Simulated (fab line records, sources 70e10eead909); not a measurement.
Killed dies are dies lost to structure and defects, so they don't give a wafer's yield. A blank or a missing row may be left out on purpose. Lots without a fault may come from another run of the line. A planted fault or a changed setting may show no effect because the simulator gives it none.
fab line records | flow nand_harc
record lots=12 wafers=36 last_day=33
route steps=1302 shown A_CHANNEL_HOLE_D2@596 A_CHANNEL_FILL_D2@616
lots that met no fault: from a run of the same line without faults
start_h: hours from the record's first day to the start of the lot's first wafer shown | wait_h: hours since the lot's step before | " the same as in the row above | L1.1+2: a row that stands for several wafers | - no value, or no start given | * or withheld: withheld | < > ~ a bound
route shown NAME@n: a module of which the file shows steps, and the number in the route of the first | usual: mean/standard deviation of fault-free wafers | same: alike in all rows | chamber/n: place in a boat | sites: the reading at each site | _std_site: their standard deviation | _edge_site: outer sites' mean less inner sites' | radius_mm: how far each site lies from the wafer's centre | mask NAME#n: copy n | behind: the tool/chamber that last shaped the wafer | hold: why the lot was held/for how many hours/how that ended | device: the transistor (n, p or np) that didn't switch | end of line: the same wafers' tests at the end of the route | a step without rows: its recipe alone | killed: dies lost to structure and defects at the first sort, not the wafer's yield | map: a wafer's dies, x killed, . not, _ none there
set.NAME: the setting as run; set.NAME@STEP: as run at that earlier step | model.NAME: the simulator's own value behind a step, which no gauge read
steps of the route over a sample of lots; a table a step, a row a wafer
services: from which hour (start_h, from the record's first day; less than 0 if before it) a tool's chamber was out of use, for how many hours, and why
## steps
# step NHARC_A_CHANNEL_HOLE_D2_ETCH_24
# recipe bias_v=5000 source_w=withheld pressure_mtorr=20 time_s=906.2 ar_flow_sccm=375 c4f8_flow_sccm=93.8 o2_flow_sccm=31.2 temp_c=-20 target_depth_a=15000 chemistry=C4F8/O2/Ar
# usual chamber_pressure_mTorr=19.999/0.017 drypump_motor_current_A=5.5/0.31 he_backside_leak_sccm=6.7/0.84 showerhead_plenum_p_Torr=3.62/0.098 throttle_valve_pct=32.235/0.0099
# columns lot.wafer tool chamber start_h wait_h chamber_pressure_mTorr drypump_motor_current_A he_backside_leak_sccm rf_hours_counter_h showerhead_plenum_p_Torr throttle_valve_pct
L452.4 har_etch-02 0 295.90 0.6 19.973 5.5 7.3 - 3.73 32.236
L452.5 " 0 " " 19.978 5.5 7.2 - 3.73 32.239
L452.6 " 1 " " 19.966 6.1 7.2 - 3.73 32.243
L454.2 har_etch-01 1 324.68 0.6 19.997 5.4 6.4 170 3.67 32.214
L454.1 " 0 " " 20.019 5.2 6.3 170 3.50 32.247
L454.6 " 0 " " 20.006 5.2 6.5 - 3.50 32.240
L455.3 har_etch-01 0 329.23 0.6 19.986 5.2 6.3 - 3.49 32.232
L455.5 " 1 " " 20.004 5.4 6.0 - 3.67 32.224
L455.6 " 0 " " 20.003 5.2 6.3 - 3.49 32.243
L456.4 har_etch-01 1 341.22 0.6 20.010 5.4 6.7 - 3.66 32.226
L456.3 " 0 " " 19.969 5.2 11.2 - 3.49 32.236
L456.5 " 1 " " 19.991 5.4 6.8 - 3.66 32.216
L458.1 har_etch-01 1 345.11 0.6 20.018 5.4 6.7 189 3.66 32.244
L458.2 " 0 " " 19.994 5.2 6.5 189 3.49 32.247
L458.3 " 1 " " 19.989 5.4 6.6 - 3.66 32.240
L459.1 har_etch-02 1 366.86 0.6 20.018 6.1 7.3 392 3.71 32.239
L459.3 " 1 " " 20.007 6.1 7.3 - 3.71 32.230
L459.5 " 0 " " 20.010 5.5 7.6 - 3.71 32.236
L460.4 har_etch-01 0 368.54 0.6 19.986 5.2 6.9 - 3.48 32.219
L460.3 " 1 " " 20.014 5.4 6.4 - 3.65 32.244
L460.5 " 0 " " 20.012 5.1 6.5 - 3.48 32.226
L466.3 har_etch-02 1 443.57 0.6 19.992 6.0 6.0 - 3.69 32.237
L466.4 " 0 " " 20.023 5.6 5.5 - 3.69 32.244
L466.5 " 1 " " 19.976 6.1 6.0 - 3.69 32.210
L470.1 har_etch-01 1 479.65 0.6 20.000 5.4 7.1 269 3.61 32.230
L470.3 " 1 " " 20.001 5.4 11.8 - 3.61 32.242
L470.5 " 0 " " 20.004 5.2 6.6 - 3.44 32.234
L471.4 har_etch-01 1 484.91 0.6 20.020 5.4 6.7 - 3.61 32.243
L471.6 " 1 " " 20.006 5.4 6.9 - 3.61 32.227
L471.5 " 0 " " 20.003 5.2 6.7 - 3.44 32.220
L472.1 har_etch-02 0 486.81 0.6 20.002 5.5 6.4 59 3.67 32.238
L472.2 " 1 " " 20.008 6.1 6.1 59 3.67 32.234
L472.3 " 0 " " 20.003 5.5 6.3 - 3.67 32.229
L475.2 har_etch-01 0 520.90 0.6 20.019 5.2 6.9 292 3.43 32.230
L475.3 " 0 " " 20.017 5.2 6.9 - 3.43 32.226
L475.5 " 1 " " 19.986 5.4 7.3 - 3.60 32.241
# step NHARC_A_CHANNEL_HOLE_D2_STRIP_28
# recipe o2_flow_sccm=500 ar_flow_sccm=0 bias_w=0 chemistry=O2
# usual chamber_pressure_mTorr=60.00/0.06 drypump_motor_current_A=5.8/0.4 oes_product_au=1.002/0.011 rf_vpp_V=57.9/0.87 showerhead_plenum_p_Torr=3.57/0.12 throttle_valve_pct=17.035/0.01
# columns lot.wafer tool chamber start_h wait_h chamber_pressure_mTorr drypump_motor_current_A oes_product_au rf_hours_counter_h rf_vpp_V showerhead_plenum_p_Torr throttle_valve_pct
L452.4 rie_diel-11 2 - - 60.02 5.9 1.012 2 58.3 3.78 17.046
L452.6 " 2 " " 59.95 5.9 1.012 - 58.5 3.78 17.026
L452.5 " 3 " " 60.02 5.8 0.995 - 59.7 3.55 17.023
L454.1 rie_diel-02 3 - - 60.00 5.2 0.995 6 58.7 3.67 17.035
L454.2 " 0 " " 60.02 5.5 1.003 7 58.8 3.72 17.048
L454.6 " 0 " " 59.90 5.6 0.997 - 59.4 3.72 17.050
L455.3 rie_diel-11 1 - - 60.06 5.9 1.029 5 57.5 3.65 17.024
L455.5 " 0 " " 60.11 6.8 1.015 - 58.3 3.66 17.032
L455.6 " 1 " " 60.05 5.9 1.023 - 58.1 3.65 17.023
L456.3 rie_diel-04 0 - - 60.00 5.8 1.011 9 58.0 3.53 17.049
L456.5 " 2 " " 60.00 5.8 0.997 - 57.7 3.33 17.040
L456.4 " 3 " " 59.98 5.4 1.006 - 57.5 3.56 17.037
L458.3 rie_diel-04 3 - - 59.98 5.4 1.021 10 58.6 3.56 17.045
L458.1 " 1 " " 59.99 6.2 0.986 9 57.6 3.43 17.042
L458.2 " 2 " " 60.00 5.7 0.987 10 58.6 3.33 17.032
L459.3 rie_diel-11 1 - - 59.93 5.9 1.023 7 58.7 3.65 17.053
L459.1 " 3 " " 60.11 5.8 1.002 6 59.4 3.54 17.020
L459.5 " 3 " " 59.84 5.8 0.996 - 57.7 3.54 17.049
L460.3 rie_diel-04 0 - - 59.95 5.8 0.993 0 57.0 3.53 17.028
L460.4 " 3 " " 60.04 5.4 1.003 0 59.3 3.56 17.025
L460.5 " 1 " " 59.97 6.2 0.995 - 57.7 3.43 17.035
L466.4 rie_diel-11 0 - - 59.98 6.8 1.008 0 59.2 3.66 17.044
L466.3 " 2 " " 59.92 5.9 0.996 0 57.9 3.77 17.031
L466.5 " 3 " " 60.04 5.8 0.993 - 58.3 3.54 17.048
L470.1 rie_diel-11 2 - - 59.98 5.9 0.988 3 56.8 3.77 17.037
L470.3 " 3 " " 60.05 5.8 0.997 3 56.5 3.54 17.045
L470.5 " 1 " " 60.03 5.9 1.008 - 58.3 3.65 17.035
L471.4 rie_diel-04 3 - - 60.06 5.4 1.005 9 58.3 3.56 17.041
L471.6 " 2 " " 60.01 5.7 1.006 - 58.3 3.32 17.035
L471.5 " 3 " " 59.93 5.4 0.999 - 58.2 3.56 17.029
L472.1 rie_diel-02 1 - - 60.01 6.4 1.011 6 57.2 3.48 17.030
L472.3 " 3 " " 60.00 5.2 0.998 6 56.4 3.67 17.028
L472.2 " 0 " " 59.96 5.6 1.001 6 58.5 3.71 17.036
L475.3 rie_diel-04 0 - - 59.92 5.8 1.010 12 57.3 3.53 17.030
L475.2 " 1 " " 60.10 6.2 0.991 10 58.3 3.42 17.024
L475.5 " 2 " " 59.99 5.7 1.003 - 57.5 3.32 17.034
# step NHARC_A_CHANNEL_FILL_D2_ALD_16
# recipe target_thk_a=15 pulse_time_s=10 ald_cycles=15 temp_c=300 material=SiO2
# usual ald_cycles=15/0 heater_power_w=431/44 precursor_pulse_height_rel=0.999/0.019
# columns lot.wafer tool chamber start_h wait_h ald_cycles heater_power_w precursor_pulse_height_rel
L452.4 ald_hk-04 1 312.46 0.1 15 382 0.992
L452.6 " 3 " " 15 494 0.985
L452.5 " 0 " " 15 486 1.006
L454.2 ald_hk-04 2 340.67 0.1 15 444 0.983
L454.1 " 3 " " 15 499 1.032
L454.6 " 2 " " 15 453 1.006
L455.3 ald_hk-03 0 344.90 0.1 15 418 0.980
L455.6 " 2 " " 15 374 0.967
L455.5 " 3 " " 15 474 1.012
L456.3 ald_hk-03 2 356.99 0.1 15 375 0.998
L456.4 " 3 " " 15 462 0.981
L456.5 " 1 " " 15 465 0.992
L458.3 ald_hk-03 1 361.23 0.0 13 464 1.019
L458.1 " 3 " " 13 465 0.986
L458.2 " 0 " " 13 425 1.010
L459.1 ald_hk-03 0 382.81 0.0 13 416 0.987
L459.3 " 3 " " 13 470 1.020
L459.5 " 0 " " 13 415 0.971
L460.3 ald_hk-03 2 383.00 0.2 13 383 0.997
L460.4 " 3 " " 13 456 0.991
L460.5 " 2 " " 13 375 0.981
L466.3 ald_hk-03 3 459.35 0.2 15 461 0.972
L466.4 " 1 " " 15 449 0.987
L466.5 " 2 " " 15 365 1.030
L470.1 ald_hk-03 1 495.98 0.1 15 457 1.013
L470.3 " 0 " " 15 404 1.000
L470.5 " 1 " " 15 446 0.958
L472.2 ald_hk-02 3 500.69 0.0 15 384 0.991
L472.1 " 1 " " 15 432 1.004
L472.3 " 2 " " 15 439 0.995
L471.4 ald_hk-03 1 500.69 0.0 15 447 1.031
L471.5 " 1 " " 15 451 0.993
L471.6 " 2 " " 15 365 0.972
L475.2 ald_hk-03 1 535.81 0.0 15 444 0.958
L475.3 " 3 " " 15 462 1.019
L475.5 " 1 " " 15 446 0.981
# step NHARC_A_CHANNEL_FILL_D2_CMP_10
# recipe target_thk_nm=150
# usual motor_current_A=12.3/1.2 pad_life_wafers=188/100 time_to_endpoint_s=14.4/2.6
# columns lot.wafer tool chamber start_h wait_h motor_current_A pad_life_wafers time_to_endpoint_s
L452.4 cmp-04 3 347.21 0.4 11.9 170 14.8
L452.5 " 1 " " 10.9 - 15.9
L452.6 " 2 " " 14.3 - 16.5
L454.1 cmp-01 0 376.20 0.4 12.1 318 14.1
L454.2 " 1 " " 10.9 319 18.4
L454.6 " 1 " " 11.4 - 18.0
L455.3 cmp-01 1 381.26 0.4 11.2 339 17.4
L455.5 " 2 " " 12.8 - 15.8
L455.6 " 3 " " 13.1 - 15.7
L456.3 cmp-01 0 392.51 0.4 11.9 30 11.6
L456.4 " 2 " " 11.3 32 11.3
L456.5 " 1 " " 11.5 - 14.2
L458.2 cmp-02 2 399.28 0.4 14.7 222 10.7
L458.1 " 3 " " 10.6 223 12.6
L458.3 " 0 " " 11.0 224 15.9
L459.1 cmp-04 2 419.42 0.5 13.4 36 13.9
L459.3 " 3 " " 12.3 37 16.3
L459.5 " 3 " " 11.9 - 14.2
L460.4 cmp-01 2 419.45 0.5 12.1 139 11.1
L460.3 " 0 " " 11.8 141 12.0
L460.5 " 1 " " 11.3 - 12.0
L466.4 cmp-04 2 494.38 0.4 13.7 366 10.1
L466.3 " 0 " " 13.6 368 12.6
L466.5 " 3 " " 12.1 - 12.0
L470.3 cmp-02 1 532.29 0.4 12.9 8 16.5
L470.1 " 2 " " 13.0 9 13.7
L470.5 " 3 " " 10.9 - 14.3
L472.3 cmp-01 0 538.33 0.4 12.6 198 9.3
L472.2 " 1 " " 11.5 199 11.3
L472.1 " 2 " " 12.9 200 11.6
L471.4 cmp-02 3 538.41 0.4 10.2 45 16.0
L471.6 " 0 " " 11.9 - 16.3
L471.5 " 1 " " 12.8 - 13.8
L475.3 cmp-04 1 572.03 0.4 11.3 242 10.8
L475.2 " 2 " " 13.9 243 14.5
L475.5 " 0 " " 13.6 - 13.6
## services
# columns tool chamber start_h hours kind
rie_diel-04 2 272.85 2.9 repair
cmp-01 - 283.50 4.0 pm
rie_diel-04 3 323.75 3.1 repair
rie_diel-04 1 340.13 6.8 repair
rie_diel-04 - 354.97 9.0 pm
rie_diel-11 0 365.98 6.8 repair
rie_diel-11 - 380.82 1.1 repair
cmp-01 - 381.50 4.0 pm
rie_diel-04 3 384.00 6.2 repair
rie_diel-04 - 387.22 0.5 repair
ald_hk-03 - 391.36 10.0 pm
rie_diel-11 - 410.55 0.9 repair
rie_diel-11 0 422.80 4.3 repair
cmp-01 - 429.51 1.8 repair
cmp-01 - 432.08 0.4 repair
rie_diel-11 - 432.50 9.0 pm
rie_diel-04 3 441.13 3.1 repair
rie_diel-11 1 449.44 4.9 repair
rie_diel-04 1 457.37 7.6 repair
rie_diel-11 1 463.06 9.3 repair
cmp-01 - 479.50 4.0 pm
rie_diel-11 0 480.55 16.4 repair
rie_diel-11 2 510.90 33.5 repair
ald_hk-03 - 569.36 10.0 pm
## key
first_sign step=NHARC_A_CHANNEL_FILL_D2_ALD_16 reading=ald_cycles direction=down sigmas=99+ usual=15 struck=13
effect none on later readings
met_at NHARC_A_CHANNEL_FILL_D2_ALD_16
struck_lots L458,L459,L460
tester_left_out L458,L459,L460
not_acting_at NHARC_A_CHANNEL_HOLE_D2_ETCH_24,NHARC_A_CHANNEL_HOLE_D2_STRIP_28,NHARC_A_CHANNEL_FILL_D2_CMP_10
onset_between 356.99 361.23
fault kind=process_parameter_drift tool=ald_hk-03 chamber=- onset_h=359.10 steps=NHARC_A_CHANNEL_FILL_D2_ALD_16 channel=ald_cycles offset=-2 shape=step end_h=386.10 acts_in=these_recipes_only stated=15
# tester_left_out: of these lots the tester's yield and bins aren't shown, on N5 and GAA mostly nor the transistor test; their killed dies are dies lost to structure and defects alone, not to doping, threshold or leakage, so they don't give the yield
